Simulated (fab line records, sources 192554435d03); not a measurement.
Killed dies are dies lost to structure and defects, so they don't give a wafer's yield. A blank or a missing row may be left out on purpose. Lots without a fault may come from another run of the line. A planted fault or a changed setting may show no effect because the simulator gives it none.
Chamber matching | flow n5_finfet | N5_BEOL_M9_CURE_72 on uv_cure-01: 3 sister chambers
The step cures SiCOH lowk, time 120 s. 6 wafers are shown with their chamber, then 12 later ones without.

WAFERS WITH THEIR CHAMBER
wafer  | chamber | wafer_temp_C_max | lamp_power_pct (%)
L084.3 | 0       | 371.7            | 52.40
L084.4 | 0       | 371.4            | 52.18
L087.3 | 2       | 371.3            | 52.24
L087.6 | 2       | 371.6            | 52.27
L090.4 | 1       | 372.1            | 52.29
L090.6 | 1       | 372.4            | 52.39

WAFERS WITHOUT THEIR CHAMBER
wafer  | wafer_temp_C_max | lamp_power_pct (%)
L089.3 | 371.2            | 52.35
L089.4 | 371.9            | 52.26
L089.5 | 371.3            | 52.32
L091.2 | 371.8            | 52.37
L091.4 | 372.1            | 52.23
L091.5 | 372.2            | 52.33
L094.2 | 371.6            | 52.29
L094.3 | 371.1            | 52.22
L094.6 | 371.3            | 52.36
L096.1 | 372.0            | 52.32
L096.2 | 371.8            | 52.30
L096.5 | 371.7            | 52.37

WHICH CHAMBER EACH WENT THROUGH
wafer  | from the rows above          | in truth
L089.3 | can't be placed: 2 or 0      | 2
L089.4 | can't be placed: 0 or 1 or 2 | 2
L089.5 | can't be placed: 2 or 0      | 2
L091.2 | can't be placed: 0 or 2 or 1 | 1
L091.4 | can't be placed: 1 or 0 or 2 | 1
L091.5 | 1                            | 1
L094.2 | can't be placed: 0 or 2      | 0
L094.3 | can't be placed: 2 or 0      | 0
L094.6 | can't be placed: 2 or 0      | 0
L096.1 | can't be placed: 1 or 0 or 2 | 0
L096.2 | can't be placed: 0 or 2 or 1 | 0
L096.5 | can't be placed: 0 or 2 or 1 | 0
Placed correctly: 1 of 12. Can't be placed from these rows: 11 (the true chamber is among the candidates in 11). Placed wrongly: 0.
How it was worked out, from the rows above alone: a wafer's distance from a chamber is the root of the sum, over the readings, of the square of ((its reading less the chamber's mean) divided by the reading's scatter). The wafer belongs to the nearest chamber; if the next one is less than 2 further off, it can't be placed. A chamber's mean is the mean of its shown wafers. The scatter: the root of (the sum of the squares of (reading less its chamber's mean) over the shown wafers, divided by (wafers less chambers)).
